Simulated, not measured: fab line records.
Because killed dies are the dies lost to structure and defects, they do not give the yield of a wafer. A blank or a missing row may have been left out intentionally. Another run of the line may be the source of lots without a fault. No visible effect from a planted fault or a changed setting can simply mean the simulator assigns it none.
fab line records	flow nand-harc	part 1 of 2: steps 1 to 23 of 30
record lots=5	wafers=15	last-day=29
route steps=1302 shown A_STAIRCASE@714
lots that met no fault: taken from a fault-free run of the same line
start-h: hours from the record's first day to the start of the lot's first wafer shown	wait-h: how many hours have passed since the lot's step before this one	" identical to the entry in the row above	L1.1+2: a row that stands for several wafers	- value missing, or start not given	* or withheld: withheld	< > ~ a bound
route shown NAME@n: names a module that has steps shown in the file, with the first one's number in the route	usual: mean/standard deviation of fault-free wafers	same: alike in all rows	chamber/n: place in a boat	sites: per-site readings	_std_site: standard deviation of those values	_edge_site: the outer-site mean with the inner-site mean subtracted	radius-mm: how far each site lies from the wafer's centre	mask NAME#n: copy n	behind: the most recent tool/chamber to have shaped the wafer	hold: what put the lot on hold/how long, in hours/how the hold closed	device: the transistor (n, p or np) that didn't switch	end of line: tests of these same wafers at the route's end	a step without rows: its recipe alone	killed: at the first sort, the dies lost to defects and structure; wafer yield is something else	map: the dies of a wafer, with x for killed, . for not killed, _ for no die there
set.NAME: the setting that was run; set.NAME@STEP: the one run at that earlier step	model.NAME: the simulator's own value behind a step, which no gauge read
lots at some steps of the route; a table a step, a row a wafer
services: when a tool's chamber went out of use (start-h, in hours from the record's first day, below 0 if earlier), for how many hours, and the reason
## steps
# step NHARC_A_STAIRCASE_TRIM_200
# recipe time-s=211.2	o2-flow-sccm=500	ar-flow-sccm=0	bias-w=0	chemistry=O2
# usual drypump-motor-current-A=5.7/0.38	oes-product-au=0.999/0.014	rf-vpp-V=57.9/0.98	showerhead-plenum-p-Torr=3.55/0.18	throttle-valve-pct=17.037/0.0096
lot.wafer	tool	chamber	start-h	wait-h	drypump-motor-current-A	oes-product-au	rf-hours-counter-h	rf-vpp-V	showerhead-plenum-p-Torr	throttle-valve-pct
L078.3	rie-diel-03	3	-	-	6.3	0.985	39	57.9	3.63	17.020
L078.1	"	0	"	"	5.7	1.006	40	58.0	3.75	17.025
L078.2	"	1	"	"	5.3	0.999	37	58.7	3.43	17.041
L082.4	rie-diel-03	0	-	-	5.7	1.011	53	58.5	3.75	17.028
L082.2	"	3	"	"	6.3	0.993	51	57.6	3.62	17.028
L082.6	"	0	"	"	5.6	1.011	-	59.0	3.75	17.040
L083.3	rie-diel-04	3	-	-	5.2	1.013	36	58.2	3.30	17.051
L083.4	"	1	"	"	6.0	0.974	31	57.4	3.76	17.032
L083.1	"	2	"	"	5.4	0.997	33	56.7	3.50	17.018
L087.3	rie-diel-04	2	-	-	5.4	0.999	40	57.1	3.49	17.036
L087.6	"	1	"	"	6.0	0.984	-	57.3	3.75	17.044
L087.5	"	2	"	"	5.4	0.995	-	57.3	3.49	17.045
L089.4	rie-diel-03	0	-	-	5.7	1.005	10	57.4	3.74	17.048
L089.1	"	1	"	"	5.3	0.994	14	56.8	3.41	17.040
L089.5	"	0	"	"	5.7	1.010	-	58.4	3.74	17.025
# step NHARC_A_STAIRCASE_ETCH_201
# recipe target-depth-a=1000	time-s=40.5	ion-energy-ev=400	c4f8-flow-sccm=20	o2-flow-sccm=10	ar-flow-sccm=withheld	rf-w=600	bias-w=1000	chemistry=C4F8/O2
# usual oes-product-au=0.946/0.018	rf-vpp-V=897/6.6
lot.wafer	tool	chamber	start-h	wait-h	oes-product-au	rf-hours-counter-h	rf-vpp-V
L078.2	rie-diel-03	3	-	-	0.926	39	899
L078.3	"	0	"	"	0.927	41	905
L078.1	"	2	"	"	0.944	36	886
L082.2	rie-diel-03	3	-	-	0.935	51	900
L082.4	"	2	"	"	0.945	49	887
L082.6	"	3	"	"	0.940	-	900
L083.4	rie-diel-04	3	-	-	0.952	37	887
L083.3	"	1	"	"	0.927	31	905
L083.1	"	2	"	"	0.941	33	895
L087.3	rie-diel-04	3	-	-	0.983	46	888
L087.5	"	2	"	"	0.943	-	894
L087.6	"	3	"	"	0.980	-	887
L089.4	rie-diel-03	0	-	-	0.966	10	904
L089.1	"	2	"	"	0.979	14	905
L089.5	"	3	"	"	0.955	-	898
# step NHARC_A_STAIRCASE_TRIM_202
# recipe time-s=211.2	o2-flow-sccm=500	ar-flow-sccm=0	bias-w=0	chemistry=O2
# usual drypump-motor-current-A=5.7/0.4	oes-product-au=1.001/0.013	rf-vpp-V=58.0/0.85	showerhead-plenum-p-Torr=3.56/0.19	throttle-valve-pct=17.038/0.0082
lot.wafer	tool	chamber	start-h	wait-h	drypump-motor-current-A	oes-product-au	rf-hours-counter-h	rf-vpp-V	showerhead-plenum-p-Torr	throttle-valve-pct
L078.2	rie-diel-03	3	-	-	6.3	0.987	39	58.0	3.63	17.031
L078.3	"	0	"	"	5.7	1.003	41	58.9	3.75	17.040
L078.1	"	2	"	"	6.1	1.016	36	57.9	3.28	17.034
L082.4	rie-diel-03	3	-	-	6.3	0.996	51	58.3	3.62	17.032
L082.2	"	0	"	"	5.7	0.998	53	58.0	3.75	17.029
L082.6	"	3	"	"	6.3	0.977	-	57.1	3.62	17.041
L083.3	rie-diel-04	0	-	-	5.5	0.997	25	56.8	3.79	17.039
L083.1	"	1	"	"	6.1	0.993	31	58.2	3.76	17.046
L083.4	"	2	"	"	5.4	1.008	33	58.4	3.50	17.048
L087.3	rie-diel-04	0	-	-	5.5	0.994	35	58.1	3.79	17.040
L087.6	"	3	"	"	5.2	1.023	-	56.7	3.30	17.049
L087.5	"	0	"	"	5.5	0.991	-	58.2	3.79	17.026
L089.4	rie-diel-03	3	-	-	6.3	0.999	10	59.3	3.61	17.045
L089.1	"	1	"	"	5.3	0.996	14	58.1	3.41	17.036
L089.5	"	0	"	"	5.6	1.012	-	58.9	3.74	17.037
# step NHARC_A_STAIRCASE_ETCH_203
# recipe target-depth-a=1000	time-s=40.5	ion-energy-ev=400	c4f8-flow-sccm=20	o2-flow-sccm=10	ar-flow-sccm=withheld	rf-w=600	bias-w=1000	chemistry=C4F8/O2
# usual oes-product-au=0.943/0.015	rf-vpp-V=897/6.7
lot.wafer	tool	chamber	start-h	wait-h	oes-product-au	rf-hours-counter-h	rf-vpp-V
L078.3	rie-diel-03	1	-	-	0.928	38	892
L078.1	"	3	"	"	0.936	40	899
L078.2	"	0	"	"	0.948	41	903
L082.4	rie-diel-03	1	-	-	0.941	52	893
L082.2	"	2	"	"	0.953	49	886
L082.6	"	1	"	"	0.950	-	892
L083.3	rie-diel-04	1	-	-	0.933	31	906
L083.4	"	2	"	"	0.930	33	895
L083.1	"	3	"	"	0.957	37	886
L087.3	rie-diel-04	0	-	-	0.934	35	904
L087.5	"	1	"	"	0.919	-	903
L087.6	"	2	"	"	0.945	-	894
L089.4	rie-diel-03	0	-	-	0.948	10	904
L089.1	"	1	"	"	0.939	14	891
L089.5	"	3	"	"	0.944	-	898
# step NHARC_A_STAIRCASE_STRIP_205
# recipe power-w=1500	temp-c=250	chemistry=O2
# usual drypump-motor-current-A=6.03/0.13	heater-power-w=329/34	rf-refl-power-W=20/5.9
lot.wafer	tool	chamber	start-h	wait-h	drypump-motor-current-A	heater-power-w	rf-hours-counter-h	rf-refl-power-W
L078.2	plasma-asher-02	1	404.36	0.1	6.15	349	26	16
L078.1	"	0	"	"	5.80	267	26	21
L078.3	"	1	"	"	6.16	353	-	15
L082.2	plasma-asher-02	0	444.15	0.1	5.80	269	35	21
L082.4	"	0	"	"	5.80	275	-	21
L082.6	"	0	"	"	5.82	276	-	21
L083.1	plasma-asher-02	1	464.81	0.1	6.13	362	2	17
L083.3	"	1	"	"	6.13	361	-	16
L083.4	"	0	"	"	5.79	264	-	22
L087.3	plasma-asher-02	0	485.51	0.2	5.82	272	-	-
L087.6	"	1	"	"	6.14	365	-	-
L087.5	"	0	"	"	5.81	263	-	-
L089.1	plasma-asher-02	1	501.06	0.1	6.14	345	11	15
L089.4	"	1	"	"	6.12	356	-	14
L089.5	"	1	"	"	6.11	356	-	15
# step NHARC_A_STAIRCASE_STRIP_206
# recipe time-s=900	temp-c=130	chemistry=SPM
lot.wafer	tool	chamber	start-h	wait-h
L078.3+2+1	wet-bench-02	7,0,2	404.73	0.2
L082.4+6+2	wet-bench-02	7,0,3	444.45	0.2
L083.4+1+3	wet-bench-07	1,4,6	465.16	0.2
L087.5+6+3	wet-bench-07	7,1,2	485.74	0.1
L089.1+5+4	wet-bench-04	4,5,0	501.42	0.3
# step NHARC_A_STAIRCASE_PRECLEAN_207
# recipe time-s=*	temp-c=50	bath-age-min=0	chemistry=SC1
# usual diw-flow-mL-min=1415/4
lot.wafer	tool	chamber	start-h	wait-h	diw-flow-mL-min
L078.3	wet-bench-02	7	-	-	1414
L078.2	"	0	"	"	1417
L078.1	"	2	"	"	1414
L082.4	wet-bench-02	7	-	-	1417
L082.6	"	0	"	"	1414
L082.2	"	3	"	"	1410
L083.4	wet-bench-07	1	-	-	1416
L083.1	"	4	"	"	1417
L083.3	"	6	"	"	1414
L087.5	wet-bench-07	7	-	-	1409
L087.6	"	1	"	"	1417
L087.3	"	2	"	"	1417
L089.1	wet-bench-04	4	-	-	1415
L089.5	"	5	"	"	1418
L089.4	"	0	"	"	1420
# step NHARC_A_STAIRCASE_SRD_208
lot.wafer	tool	chamber	start-h	wait-h
L078.3+2+1	wet-bench-02	7,0,2	-	-
L082.4+6+2	wet-bench-02	7,0,3	-	-
L083.4+1+3	wet-bench-07	1,4,6	-	-
L087.5+6+3	wet-bench-07	7,1,2	-	-
L089.1+5+4	wet-bench-04	4,5,0	-	-
# step NHARC_A_STAIRCASE_DEHYDRATE_209
# recipe temp-c=150	time-s=120
lot.wafer	tool	chamber	start-h	wait-h
L078.1+2+3	litho-track-05	0	405.16	-
L082.2+4+6	litho-track-02	0	444.91	-
L083.1+3+4	litho-track-02	0	465.62	-
L087.3+5+6	litho-track-05	0	486.18	-
L089.1+4+5	litho-track-05	0	501.86	-
# step NHARC_A_STAIRCASE_HMDS_210
# recipe time-s=30
lot.wafer	tool	chamber	start-h	wait-h
L078.1+2+3	litho-track-05	0	-	-
L082.2+4+6	litho-track-02	0	-	-
L083.1+3+4	litho-track-02	0	-	-
L087.3+5+6	litho-track-05	0	-	-
L089.1+4+5	litho-track-05	0	-	-
# step NHARC_A_STAIRCASE_COAT_211
# recipe spin-rpm=1200
lot.wafer	tool	chamber	start-h	wait-h
L078.1+2+3	litho-track-05	0	-	-
L082.2+4+6	litho-track-02	0	-	-
L083.1+3+4	litho-track-02	0	-	-
L087.3+5+6	litho-track-05	0	-	-
L089.1+4+5	litho-track-05	0	-	-
# step NHARC_A_STAIRCASE_SOFTBAKE_212
# recipe temp-c=135	time-s=170
lot.wafer	tool	chamber	start-h	wait-h
L078.1+2+3	litho-track-05	0	-	-
L082.2+4+6	litho-track-02	0	-	-
L083.1+3+4	litho-track-02	0	-	-
L087.3+5+6	litho-track-05	0	-	-
L089.1+4+5	litho-track-05	0	-	-
# step NHARC_A_STAIRCASE_EBR_213
lot.wafer	tool	chamber	start-h	wait-h
L078.1+2+3	litho-track-05	0	-	-
L082.2+4+6	litho-track-02	0	-	-
L083.1+3+4	litho-track-02	0	-	-
L087.3+5+6	litho-track-05	0	-	-
L089.1+4+5	litho-track-05	0	-	-
# step NHARC_A_STAIRCASE_EXPOSE_214
# recipe na=0.5	dose-mj=31.26	mask-id=STAIR_3
# usual focus-offset-nm=-0.1/0.43	stage-vel-mm-s=499.99/0.25
# same na=0.5
lot.wafer	tool	chamber	start-h	wait-h	mask	focus-offset-nm	stage-vel-mm-s
L078.1	krf-scanner-01	0	405.50	-	STAIR_3#0	-0.1	500.06
L078.2	"	0	"	"	STAIR_3#0	0.4	499.98
L078.3	"	0	"	"	STAIR_3#0	-0.7	499.90
L082.2	krf-scanner-01	0	445.25	-	STAIR_3#0	-0.4	500.24
L082.4	"	0	"	"	STAIR_3#0	0.0	500.06
L082.6	"	0	"	"	STAIR_3#0	0.1	499.76
L083.1	krf-scanner-01	0	465.83	-	STAIR_3#0	0.8	499.55
L083.3	"	0	"	"	STAIR_3#0	-0.2	499.89
L083.4	"	0	"	"	STAIR_3#0	0.1	500.18
L087.3	krf-scanner-02	0	486.52	-	STAIR_3#0	-0.3	499.52
L087.5	"	0	"	"	STAIR_3#0	-0.3	499.54
L087.6	"	0	"	"	STAIR_3#0	-1.1	499.67
L089.1	krf-scanner-03	0	502.19	-	STAIR_3#0	0.3	500.17
L089.4	"	0	"	"	STAIR_3#0	0.1	500.39
L089.5	"	0	"	"	STAIR_3#0	0.4	500.07
# step NHARC_A_STAIRCASE_PEB_215
# recipe peb-temp-c=115	peb-time-s=130
lot.wafer	tool	chamber	start-h	wait-h
L078.1+2+3	litho-track-05	0	405.56	0.1
L082.2+4+6	litho-track-03	0	445.31	0.1
L083.1+3+4	litho-track-03	0	465.90	0.1
L087.3+5+6	litho-track-05	0	486.58	0.1
L089.1+4+5	litho-track-03	0	502.26	0.1
# step NHARC_A_STAIRCASE_DEVELOP_216
# recipe time-s=140
lot.wafer	tool	chamber	start-h	wait-h
L078.1+2+3	litho-track-05	0	-	-
L082.2+4+6	litho-track-03	0	-	-
L083.1+3+4	litho-track-03	0	-	-
L087.3+5+6	litho-track-05	0	-	-
L089.1+4+5	litho-track-03	0	-	-
# step NHARC_A_STAIRCASE_HARDBAKE_218
# recipe temp-c=120	time-s=140
lot.wafer	tool	chamber	start-h	wait-h
L078.1+2+3	litho-track-03	0	405.78	-
L082.2+4+6	litho-track-05	0	445.53	-
L083.1+3+4	litho-track-03	0	466.12	-
L087.3+5+6	litho-track-05	0	486.82	-
L089.1+4+5	litho-track-02	0	502.48	-
# step NHARC_A_STAIRCASE_DESCUM_219
# recipe time-s=3	o2-flow-sccm=200	ar-flow-sccm=0	bias-power-w=0	chemistry=O2
# usual drypump-motor-current-A=5.7/0.4	oes-product-au=1.000/0.014	rf-vpp-V=57.8/0.98	showerhead-plenum-p-Torr=1.93/0.11	throttle-valve-pct=11.311/0.0093
lot.wafer	tool	chamber	start-h	wait-h	drypump-motor-current-A	oes-product-au	rf-hours-counter-h	rf-vpp-V	showerhead-plenum-p-Torr	throttle-valve-pct
L078.3	rie-diel-03	1	405.87	-	5.2	0.993	38	58.0	1.86	11.314
L078.2	"	3	"	"	6.3	0.990	40	58.6	1.97	11.324
L078.1	"	0	"	"	5.7	0.993	41	58.1	2.04	11.320
L082.2	rie-diel-03	1	445.62	-	5.3	1.007	52	57.0	1.85	11.313
L082.4	"	3	"	"	6.3	0.981	51	57.6	1.97	11.300
L082.6	"	1	"	"	5.2	0.995	-	57.3	1.85	11.303
L083.1	rie-diel-11	0	466.21	-	5.5	0.986	7	56.9	1.78	11.307
L083.3	"	1	"	"	6.2	1.010	7	57.7	1.85	11.304
L083.4	"	3	"	"	5.2	1.007	6	57.1	1.95	11.313
L087.3	rie-diel-04	1	486.90	-	6.0	0.970	40	57.7	2.04	11.305
L087.6	"	1	"	"	6.0	0.965	-	57.9	2.04	11.295
L087.5	"	2	"	"	5.4	0.981	-	57.0	1.89	11.310
L089.1	rie-diel-03	2	502.57	-	6.1	1.033	14	58.5	2.07	11.328
L089.4	"	3	"	"	6.3	0.995	10	58.0	1.96	11.321
L089.5	"	3	"	"	6.3	1.001	-	58.2	1.96	11.300
# step NHARC_A_STAIRCASE_TRIM_220
# recipe time-s=211.2	o2-flow-sccm=500	ar-flow-sccm=0	bias-w=0	chemistry=O2
# usual drypump-motor-current-A=5.7/0.4	oes-product-au=1.002/0.013	rf-vpp-V=57.8/0.95	showerhead-plenum-p-Torr=3.55/0.18	throttle-valve-pct=17.036/0.0095
lot.wafer	tool	chamber	start-h	wait-h	drypump-motor-current-A	oes-product-au	rf-hours-counter-h	rf-vpp-V	showerhead-plenum-p-Torr	throttle-valve-pct
L078.3	rie-diel-03	3	405.96	0.1	6.3	0.989	40	56.4	3.63	17.033
L078.2	"	0	"	"	5.6	1.003	41	58.9	3.75	17.038
L078.1	"	2	"	"	6.1	1.014	36	56.1	3.28	17.015
L082.2	rie-diel-03	3	445.73	0.1	6.3	0.988	51	58.7	3.62	17.028
L082.4	"	0	"	"	5.7	0.997	54	57.7	3.75	17.046
L082.6	"	2	"	"	6.1	1.010	-	58.1	3.27	17.032
L083.4	rie-diel-11	2	466.31	0.1	5.7	0.997	6	58.0	3.38	17.044
L083.1	"	3	"	"	5.2	0.997	6	58.1	3.60	17.022
L083.3	"	1	"	"	6.2	1.016	7	57.3	3.42	17.045
L087.3	rie-diel-04	3	487.02	0.1	5.2	1.031	46	57.0	3.30	17.036
L087.6	"	1	"	"	6.1	0.983	-	58.6	3.75	17.047
L087.5	"	2	"	"	5.5	0.990	-	58.7	3.49	17.037
L089.1	rie-diel-03	1	502.71	0.1	5.2	0.987	14	58.3	3.41	17.043
L089.4	"	2	"	"	6.1	1.036	14	59.1	3.80	17.043
L089.5	"	2	"	"	6.1	1.022	-	57.5	3.80	17.025
# step NHARC_A_STAIRCASE_ETCH_221
# recipe target-depth-a=1000	time-s=40.5	ion-energy-ev=400	c4f8-flow-sccm=20	o2-flow-sccm=10	ar-flow-sccm=withheld	rf-w=600	bias-w=1000	chemistry=C4F8/O2
# usual oes-product-au=0.939/0.015	rf-vpp-V=897/6.9
lot.wafer	tool	chamber	start-h	wait-h	oes-product-au	rf-hours-counter-h	rf-vpp-V
L078.2	rie-diel-03	0	-	-	0.944	42	904
L078.3	"	1	"	"	0.946	38	890
L078.1	"	2	"	"	0.959	37	884
L082.2	rie-diel-03	1	-	-	0.944	52	893
L082.4	"	0	"	"	0.943	54	904
L082.6	"	1	"	"	0.939	-	893
L083.4	rie-diel-11	0	-	-	0.909	7	887
L083.3	"	2	"	"	0.939	7	890
L083.1	"	3	"	"	0.939	6	898
L087.3	rie-diel-04	2	-	-	0.931	40	895
L087.6	"	0	"	"	0.943	-	906
L087.5	"	1	"	"	0.925	-	904
L089.1	rie-diel-03	3	-	-	0.925	10	900
L089.4	"	0	"	"	0.951	10	905
L089.5	"	3	"	"	0.928	-	898
# step NHARC_A_STAIRCASE_TRIM_222
# recipe time-s=211.2	o2-flow-sccm=500	ar-flow-sccm=0	bias-w=0	chemistry=O2
# usual drypump-motor-current-A=5.7/0.39	oes-product-au=1.001/0.012	rf-vpp-V=57.8/0.92	showerhead-plenum-p-Torr=3.55/0.18	throttle-valve-pct=17.037/0.0091
lot.wafer	tool	chamber	start-h	wait-h	drypump-motor-current-A	oes-product-au	rf-hours-counter-h	rf-vpp-V	showerhead-plenum-p-Torr	throttle-valve-pct
L078.3	rie-diel-03	3	-	-	6.3	0.989	40	59.6	3.63	17.020
L078.2	"	1	"	"	5.3	1.001	38	57.9	3.43	17.044
L078.1	"	2	"	"	6.1	1.006	37	57.9	3.28	17.024
L082.4	rie-diel-03	2	-	-	6.1	1.003	50	56.4	3.27	17.037
L082.2	"	3	"	"	6.3	0.987	51	57.3	3.62	17.045
L082.6	"	1	"	"	5.2	0.997	-	57.7	3.42	17.024
L083.3	rie-diel-11	1	-	-	6.2	1.017	7	57.2	3.42	17.020
L083.1	"	2	"	"	5.7	1.003	7	56.8	3.38	17.062
L083.4	"	0	"	"	5.5	0.987	7	57.2	3.30	17.041
L087.3	rie-diel-04	3	-	-	5.2	1.022	46	56.3	3.30	17.029
L087.5	"	0	"	"	5.5	0.989	-	58.7	3.79	17.040
L087.6	"	1	"	"	6.1	0.981	-	56.9	3.75	17.053
L089.1	rie-diel-03	2	-	-	6.1	1.034	15	58.8	3.80	17.023
L089.4	"	3	"	"	6.3	1.001	10	56.0	3.61	17.038
L089.5	"	0	"	"	5.6	1.009	-	59.8	3.74	17.016
# step NHARC_A_STAIRCASE_ETCH_223
# recipe target-depth-a=1000	time-s=40.5	ion-energy-ev=400	c4f8-flow-sccm=20	o2-flow-sccm=10	ar-flow-sccm=withheld	rf-w=600	bias-w=1000	chemistry=C4F8/O2
# usual oes-product-au=0.941/0.013	rf-vpp-V=897/6.5
lot.wafer	tool	chamber	start-h	wait-h	oes-product-au	rf-hours-counter-h	rf-vpp-V
L078.3	rie-diel-03	0	-	-	0.939	42	904
L078.2	"	1	"	"	0.949	38	892
L078.1	"	2	"	"	0.958	37	887
L082.2	rie-diel-03	1	-	-	0.926	52	893
L082.4	"	0	"	"	0.928	54	905
L082.6	"	2	"	"	0.943	-	886
L083.3	rie-diel-11	2	-	-	0.933	7	891
L083.1	"	3	"	"	0.958	6	898
L083.4	"	1	"	"	0.959	7	891
L087.3	rie-diel-04	2	-	-	0.943	40	894
L087.5	"	2	"	"	0.935	-	895
L087.6	"	3	"	"	0.964	-	887
L089.1	rie-diel-03	3	-	-	0.945	10	899
L089.4	"	1	"	"	0.915	15	892
L089.5	"	3	"	"	0.945	-	900
# step NHARC_A_STAIRCASE_TRIM_224
# recipe time-s=211.2	o2-flow-sccm=500	ar-flow-sccm=0	bias-w=0	chemistry=O2
# usual drypump-motor-current-A=5.7/0.39	oes-product-au=1.001/0.013	rf-vpp-V=57.9/1	showerhead-plenum-p-Torr=3.55/0.18	throttle-valve-pct=17.037/0.0093
lot.wafer	tool	chamber	start-h	wait-h	drypump-motor-current-A	oes-product-au	rf-hours-counter-h	rf-vpp-V	showerhead-plenum-p-Torr	throttle-valve-pct
L078.3	rie-diel-03	3	-	-	6.3	0.992	40	58.2	3.63	17.050
L078.2	"	0	"	"	5.6	1.007	42	58.9	3.75	17.047
L078.1	"	1	"	"	5.3	1.010	38	58.5	3.43	17.040
L082.2	rie-diel-03	0	-	-	5.7	1.002	54	58.7	3.75	17.038
L082.4	"	2	"	"	6.1	0.998	50	56.8	3.27	17.047
L082.6	"	0	"	"	5.7	1.000	-	59.7	3.75	17.030
L083.3	rie-diel-11	0	-	-	5.6	0.984	7	55.0	3.30	17.046
L083.1	"	1	"	"	6.2	1.005	7	57.5	3.42	17.025
L083.4	"	2	"	"	5.7	0.996	7	57.1	3.38	17.045
L087.3	rie-diel-04	3	-	-	5.2	1.027	46	56.3	3.30	17.043
L087.6	"	2	"	"	5.5	1.005	-	58.2	3.49	17.045
L087.5	"	3	"	"	5.2	1.035	-	57.2	3.30	17.050
L089.1	rie-diel-03	3	-	-	6.3	0.999	11	57.4	3.61	17.048
L089.4	"	0	"	"	5.6	1.001	10	59.5	3.74	17.040
L089.5	"	0	"	"	5.6	1.015	-	59.6	3.74	17.033
